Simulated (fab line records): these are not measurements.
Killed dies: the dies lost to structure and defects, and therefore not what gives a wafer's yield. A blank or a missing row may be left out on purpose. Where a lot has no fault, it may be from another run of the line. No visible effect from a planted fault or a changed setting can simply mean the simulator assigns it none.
What tool caused it?	flow nandHarc	19 lots with 57 wafers sampled at 6 steps, on a route of 1302 steps

WHAT EACH GAUGE READ, for each wafer
The record holds no reading of a measuring or inspecting step that can be judged against a usual standard deviation.

WHAT TOOL EACH LOT RAN ON (gives the tool, then ch and the chambers of the sampled wafers, and finally the start)
lot	NHARC_P_ZERO_WELL_DESCUM_54	NHARC_P_STI_ETCH_42	NHARC_P_GATE_DESCUM_48	NHARC_P_GATE_RTA_64	NHARC_P_CONTACT_DESCUM_17	NHARC_P_M0_ETCH_15
L074	rieDiel-01 ch 1,2,3, day 2 02:05	rieDiel-12 ch 1,2,3, day 2 19:16	rieDiel-10 ch 1,2,3, day 5 11:43	rtpAnneal-01 ch 0, day 5 16:50	rieDiel-13 ch 0,1,3, day 5 19:59	rieDiel-04 ch 0,1,3, no start
L075	rieDiel-01 ch 0,2, day 2 12:30	rieDiel-12 ch 1,3, day 3 07:37	rieDiel-03 ch 2,3, day 5 23:16	rtpAnneal-01 ch 0, day 6 04:20	rieDiel-13 ch 0,1,3, day 6 07:18	rieDiel-07 ch 0,2, no start
L077	rieDiel-04 ch 1,2, day 3 07:55	rieDiel-08 ch 1,2,3, day 4 03:37	rieDiel-10 ch 0,3, day 6 23:08	rtpAnneal-01 ch 0, day 7 04:29	rieDiel-02 ch 1,2, day 7 07:28	rieDiel-01 ch 1,2, no start
L079	rieDiel-01 ch 1,2,3, day 4 03:59	rieDiel-08 ch 0,2,3, day 4 23:25	rieDiel-11 ch 1,2, day 7 15:16	rtpAnneal-01 ch 0, day 7 20:23	rieDiel-02 ch 0,3, day 7 23:28	rieDiel-04 ch 0,1,2, no start
L082	rieDiel-04 ch 1,2,3, day 5 09:55	rieDiel-05 ch 0,1,3, day 6 05:40	rieDiel-10 ch 0,2, day 9 01:49	rtpAnneal-02 ch 0, day 9 06:53	rieDiel-06 ch 1,3, day 9 09:53	rieDiel-07 ch 0,3, no start
L083	rieDiel-01 ch 0,3, day 5 19:46	rieDiel-12 ch 0,1,3, day 6 14:17	rieDiel-11 ch 0,2, day 9 07:55	rtpAnneal-02 ch 0, day 9 13:04	rieDiel-06 ch 1,2, day 9 16:06	rieDiel-07 ch 2,3, no start
L084	rieDiel-09 ch 2,3, day 6 05:55	rieDiel-12 ch 0,3, day 7 00:52	rieDiel-10 ch 0,3, day 9 23:59	rtpAnneal-02 ch 0, day 10 04:59	rieDiel-06 ch 0,1,3, day 10 07:57	rieDiel-04 ch 0,1,2, no start
L086	rieDiel-04 ch 0,1, day 7 02:23	rieDiel-05 ch 1,2, day 7 21:17	rieDiel-03 ch 1,2, day 10 10:26	rtpAnneal-02 ch 0, day 10 15:37	rieDiel-02 ch 2,3, day 10 18:38	rieDiel-01 ch 0,3, no start
L087	rieDiel-04 ch 0,2, day 7 11:58	rieDiel-08 ch 1,2, day 8 06:01	rieDiel-11 ch 0,1,2, day 11 01:13	rtpAnneal-01 ch 0, day 11 06:05	rieDiel-06 ch 1,3, day 11 09:09	rieDiel-04 ch 1,3, no start
L088	rieDiel-09 ch 1,3, day 7 22:08	rieDiel-08 ch 0,1,3, day 8 15:22	rieDiel-03 ch 0,2, day 11 17:25	rtpAnneal-02 ch 0, day 11 22:43	rieDiel-02 ch 1,2, day 12 01:52	rieDiel-07 ch 2,3, no start
L089	rieDiel-01 ch 0,2,3, day 8 07:54	rieDiel-12 ch 1,2,3, day 9 00:26	rieDiel-10 ch 0,1, day 11 17:14	rtpAnneal-01 ch 0, day 11 22:13	rieDiel-06 ch 2,3, day 12 01:09	rieDiel-07 ch 0,1,2, no start
L090	rieDiel-01 ch 0,1, day 8 17:59	rieDiel-05 ch 0,1,2, day 9 11:16	rieDiel-10 ch 0,3, day 12 02:43	rtpAnneal-01 ch 0, day 12 07:50	rieDiel-06 ch 1,3, day 12 10:55	rieDiel-04 ch 0,1,3, no start
L091	rieDiel-09 ch 1,2,3, day 9 03:50	rieDiel-05 ch 0,2,3, day 9 22:02	rieDiel-11 ch 1,2,3, day 12 13:50	rtpAnneal-01 ch 0, day 12 18:52	rieDiel-02 ch 0,2,3, day 12 21:56	rieDiel-01 ch 0,1,3, no start
L092	rieDiel-04 ch 0,2,3, day 9 13:46	rieDiel-12 ch 2,3, day 10 07:27	rieDiel-11 ch 0,1,3, day 12 22:11	rtpAnneal-02 ch 0, day 13 03:05	rieDiel-13 ch 0,1,3, day 13 06:39	rieDiel-01 ch 0,2,3, no start
L093	rieDiel-04 ch 0,3, day 10 00:37	rieDiel-12 ch 2,3, day 10 18:32	rieDiel-10 ch 0,3, day 13 15:34	rtpAnneal-02 ch 0, day 13 20:35	rieDiel-13 ch 0,1,3, day 13 23:29	rieDiel-07 ch 1,2,3, no start
L094	rieDiel-01 ch 0,1,2, day 10 09:51	rieDiel-12 ch 1,2, day 11 05:07	rieDiel-03 ch 0,1,3, day 13 20:22	rtpAnneal-02 ch 0, day 14 01:31	rieDiel-06 ch 0,1,2, day 14 04:38	rieDiel-07 ch 0,2,3, no start
L095	rieDiel-01 ch 1,2, day 10 19:56	rieDiel-08 ch 0,2,3, day 11 14:35	rieDiel-11 ch 1,2,3, day 14 07:46	rtpAnneal-01 ch 0, day 14 12:45	rieDiel-02 ch 0,1, day 14 15:53	rieDiel-07 ch 1,3, no start
L096	rieDiel-09 ch 0,1, day 11 05:48	rieDiel-12 ch 0,1, day 12 01:40	rieDiel-11 ch 0,1, day 14 19:48	rtpAnneal-02 ch 0, day 15 00:52	rieDiel-06 ch 2,3, day 15 03:54	rieDiel-04 ch 0,1,2, no start
L097	rieDiel-04 ch 0,1,3, day 11 15:58	rieDiel-05 ch 0,2,3, day 12 10:25	rieDiel-11 ch 0,1,3, day 15 03:22	rtpAnneal-02 ch 0, day 15 08:35	rieDiel-02 ch 1,3, day 15 11:40	rieDiel-04 ch 0,1, no start
- NHARC_P_ZERO_WELL_DESCUM_54: chemistry O2, time 3 s.
- NHARC_P_STI_ETCH_42: etches the open film in N2/H2, target depth 80 nm, overetch 24 nm, time 61 s.
- NHARC_P_GATE_DESCUM_48: chemistry O2, time 3 s.
- NHARC_P_GATE_RTA_64: time 1 s.
- NHARC_P_CONTACT_DESCUM_17: chemistry O2, time 3 s.
- NHARC_P_M0_ETCH_15: etches the open film in C4F8/Ar, target depth 150 nm, overetch 15 nm, time 82.5 s.

AS READ BY THE TOOLS THEMSELVES (means over the sampled wafers that have a number; for cases with no such wafer, the mark the record gives instead)
NHARC_P_ZERO_WELL_DESCUM_54.
lot	tool	chamberPressureMTorr (mTorr)	drypumpMotorCurrentA (A)	oesProductAu (a.u.)	rfVppV (V)	showerheadPlenumPTorr (Torr)	throttleValvePct (%)
L074	rieDiel-01	60.03	5.7	1.008	57.5	1.89	11.313
L075	rieDiel-01	59.97	5.6	0.991	56.8	1.94	11.302
L077	rieDiel-04	59.94	5.7	0.996	56.9	1.99	11.305
L079	rieDiel-01	59.97	5.8	0.995	57.7	1.89	11.311
L082	rieDiel-04	59.99	5.8	0.990	57.3	1.91	11.307
L083	rieDiel-01	59.96	6.3	1.000	57.1	1.83	11.314
L084	rieDiel-09	60.02	5.5	1.004	57.2	1.92	11.306
L086	rieDiel-04	60.04	5.5	0.994	58.3	1.93	11.316
L087	rieDiel-04	59.97	5.4	0.983	57.8	1.95	11.311
L088	rieDiel-09	59.98	5.4	1.000	58.7	2.02	11.312
L089	rieDiel-01	59.99	6.0	0.995	57.6	1.87	11.314
L090	rieDiel-01	60.01	5.6	1.012	57.8	1.80	11.311
L091	rieDiel-09	60.03	5.4	1.012	58.1	1.96	11.309
L092	rieDiel-04	60.03	5.7	0.991	57.4	1.88	11.306
L093	rieDiel-04	59.95	5.7	0.999	57.9	1.86	11.309
L094	rieDiel-01	59.94	5.5	0.988	58.0	1.86	11.305
L095	rieDiel-01	60.06	5.4	0.995	57.2	1.92	11.313
L096	rieDiel-09	60.04	5.3	0.997	57.5	1.97	11.323
L097	rieDiel-04	59.98	5.8	0.996	57.9	1.88	11.305

NHARC_P_STI_ETCH_42.
lot	tool	chamberPressureMTorr (mTorr)	drypumpMotorCurrentA (A)	oesProductAu (a.u.)	rfVppV (V)	showerheadPlenumPTorr (Torr)	throttleValvePct (%)
L074	rieDiel-12	30.014	5.8	1.000	430.4	2.03	14.176
L075	rieDiel-12	29.997	5.9	0.998	430.9	2.06	14.182
L077	rieDiel-08	30.005	5.7	0.995	429.1	1.97	14.172
L079	rieDiel-08	29.984	5.5	1.000	429.9	2.05	14.179
L082	rieDiel-05	29.967	5.5	1.004	431.6	2.11	14.176
L083	rieDiel-12	29.982	5.9	0.992	430.4	2.05	14.174
L084	rieDiel-12	29.999	6.1	0.996	430.3	2.03	14.170
L086	rieDiel-05	29.993	5.3	0.991	430.9	2.05	14.167
L087	rieDiel-08	30.008	5.8	0.997	428.1	1.94	14.168
L088	rieDiel-08	30.003	5.5	1.007	430.2	2.04	14.167
L089	rieDiel-12	30.010	5.8	0.994	429.7	2.03	14.177
L090	rieDiel-05	30.014	5.3	1.001	431.0	2.06	14.175
L091	rieDiel-05	30.010	5.7	1.000	430.8	2.03	14.177
L092	rieDiel-12	30.009	6.1	0.996	429.8	2.01	14.178
L093	rieDiel-12	30.021	5.6	1.000	429.5	1.99	14.175
L094	rieDiel-12	29.985	5.4	0.996	430.4	2.01	14.172
L095	rieDiel-08	30.002	5.5	1.005	430.9	2.05	14.182
L096	rieDiel-12	29.962	5.5	1.000	430.1	2.05	14.167
L097	rieDiel-05	29.998	5.7	0.987	430.5	2.03	14.170

NHARC_P_GATE_DESCUM_48.
lot	tool	chamberPressureMTorr (mTorr)	drypumpMotorCurrentA (A)	oesProductAu (a.u.)	rfVppV (V)	showerheadPlenumPTorr (Torr)	throttleValvePct (%)
L074	rieDiel-10	60.00	5.7	1.005	57.2	1.93	11.312
L075	rieDiel-03	59.97	5.1	1.000	58.1	1.93	11.311
L077	rieDiel-10	59.97	5.4	1.001	58.5	1.99	11.309
L079	rieDiel-11	59.91	5.6	0.997	58.8	1.93	11.311
L082	rieDiel-10	60.03	6.3	1.015	58.1	2.01	11.309
L083	rieDiel-11	60.02	5.6	0.997	57.3	1.90	11.316
L084	rieDiel-10	59.96	5.5	1.003	58.3	1.99	11.308
L086	rieDiel-03	60.00	5.5	0.997	57.2	1.96	11.306
L087	rieDiel-11	60.01	5.3	0.993	57.2	1.89	11.299
L088	rieDiel-03	59.99	5.5	1.003	58.7	2.02	11.316
L089	rieDiel-10	59.99	5.8	1.008	57.5	1.91	11.315
L090	rieDiel-10	59.99	5.5	1.003	58.5	1.99	11.308
L091	rieDiel-11	59.90	5.6	1.010	57.4	1.88	11.311
L092	rieDiel-11	59.99	5.4	0.999	57.5	1.85	11.310
L093	rieDiel-10	59.98	5.5	0.999	57.9	1.99	11.313
L094	rieDiel-03	60.00	5.6	1.002	58.3	1.99	11.314
L095	rieDiel-11	60.06	5.6	1.001	58.4	1.88	11.308
L096	rieDiel-11	60.04	5.0	1.004	58.3	1.86	11.309
L097	rieDiel-11	60.06	5.4	1.010	57.2	1.85	11.312

NHARC_P_GATE_RTA_64.
lot	tool	lampPowerPct (%)	lamp_zone_2_pct (%)	wafer_temp_C_max
L074	rtpAnneal-01	38	38	1053.2
L075	rtpAnneal-01	38	38	1054.1
L077	rtpAnneal-01	38	38	1053.8
L079	rtpAnneal-01	38	38	1053.5
L082	rtpAnneal-02	28	28	1056.1
L083	rtpAnneal-02	28	28	1056.1
L084	rtpAnneal-02	28	28	1055.2
L086	rtpAnneal-02	28	28	1055.0
L087	rtpAnneal-01	38	38	1053.3
L088	rtpAnneal-02	28	28	1054.8
L089	rtpAnneal-01	38	38	1054.5
L090	rtpAnneal-01	38	38	1054.8
L091	rtpAnneal-01	38	38	1053.3
L092	rtpAnneal-02	28	28	1055.7
L093	rtpAnneal-02	28	28	1055.0
L094	rtpAnneal-02	28	28	1055.1
L095	rtpAnneal-01	38	38	1054.3
L096	rtpAnneal-02	28	28	1054.1
L097	rtpAnneal-02	28	28	1054.7

NHARC_P_CONTACT_DESCUM_17.
lot	tool	chamberPressureMTorr (mTorr)	drypumpMotorCurrentA (A)	oesProductAu (a.u.)	rfVppV (V)	showerheadPlenumPTorr (Torr)	throttleValvePct (%)
L074	rieDiel-13	60.01	5.7	0.992	58.1	2.01	11.316
L075	rieDiel-13	60.00	5.8	0.997	57.7	2.01	11.314
L077	rieDiel-02	60.00	5.2	0.996	58.5	1.98	11.309
L079	rieDiel-02	60.03	5.4	1.009	57.3	1.96	11.322
L082	rieDiel-06	60.02	5.0	1.008	58.1	1.93	11.310
L083	rieDiel-06	59.98	5.8	1.003	57.2	1.89	11.310
L084	rieDiel-06	60.02	5.6	1.000	57.6	1.96	11.301
L086	rieDiel-02	60.05	5.8	1.001	57.6	1.85	11.309
L087	rieDiel-06	60.08	5.0	1.003	57.6	1.93	11.305
L088	rieDiel-02	60.02	5.4	0.995	57.7	1.90	11.314
L089	rieDiel-06	60.02	5.2	1.007	57.0	1.83	11.314
L090	rieDiel-06	59.95	5.5	1.003	57.5	1.93	11.314
L091	rieDiel-02	60.01	5.6	1.002	57.5	1.90	11.303
L092	rieDiel-13	59.98	5.7	1.003	57.8	2.01	11.306
L093	rieDiel-13	59.99	5.7	1.008	58.6	2.01	11.307
L094	rieDiel-06	59.94	5.9	0.993	58.6	1.92	11.315
L095	rieDiel-02	60.02	5.0	1.004	58.0	2.03	11.312
L096	rieDiel-06	59.98	5.2	0.997	57.9	1.83	11.313
L097	rieDiel-02	59.93	5.2	1.005	58.3	2.00	11.307

NHARC_P_M0_ETCH_15.
lot	tool	chamberPressureMTorr (mTorr)	oesProductAu (a.u.)	rfVppV (V)
L074	rieDiel-04	24.993	0.913	441.0
L075	rieDiel-07	25.024	0.979	440.5
L077	rieDiel-01	24.997	0.915	439.8
L079	rieDiel-04	25.004	0.923	442.0
L082	rieDiel-07	24.992	0.968	439.7
L083	rieDiel-07	25.009	0.975	440.5
L084	rieDiel-04	25.017	0.963	441.7
L086	rieDiel-01	24.993	0.972	437.9
L087	rieDiel-04	24.990	0.967	438.1
L088	rieDiel-07	25.004	0.964	442.0
L089	rieDiel-07	25.000	0.971	440.0
L090	rieDiel-04	25.000	0.971	439.6
L091	rieDiel-01	25.002	0.969	437.6
L092	rieDiel-01	24.996	0.944	438.2
L093	rieDiel-07	25.021	0.976	440.5
L094	rieDiel-07	24.996	0.976	440.6
L095	rieDiel-07	25.015	0.959	439.6
L096	rieDiel-04	24.984	0.918	441.5
L097	rieDiel-04	25.003	0.922	440.8

THE ANSWER, worked out from the rows above alone
Rule: what is usual is taken from the lots themselves. The widest of any qualifying gaps counts: lots, ordered by their means at a reading, are off when they make up no more than a third of the lots, leave a main group of 4 or more, and stand apart from it by 3 or more times the standard deviation of that group's means. A main group is skipped when, at the precision printed for the reading in the tables above, its means are all equal. A lot without any number at a reading at which 4 lots or more have one is off too. The other lots that the step has rows for count as sound. After the gauges, taken in route order, come the tools' own readings; for these a lot's mean is taken, as printed above. At the first step where some lot is off, the reading lying furthest off is the one used; lots without a number count as furthest.
Across all readings shown, no lot is off: no conclusion can be drawn from this.

WHAT WAS PUT IN BY THE SIMULATOR
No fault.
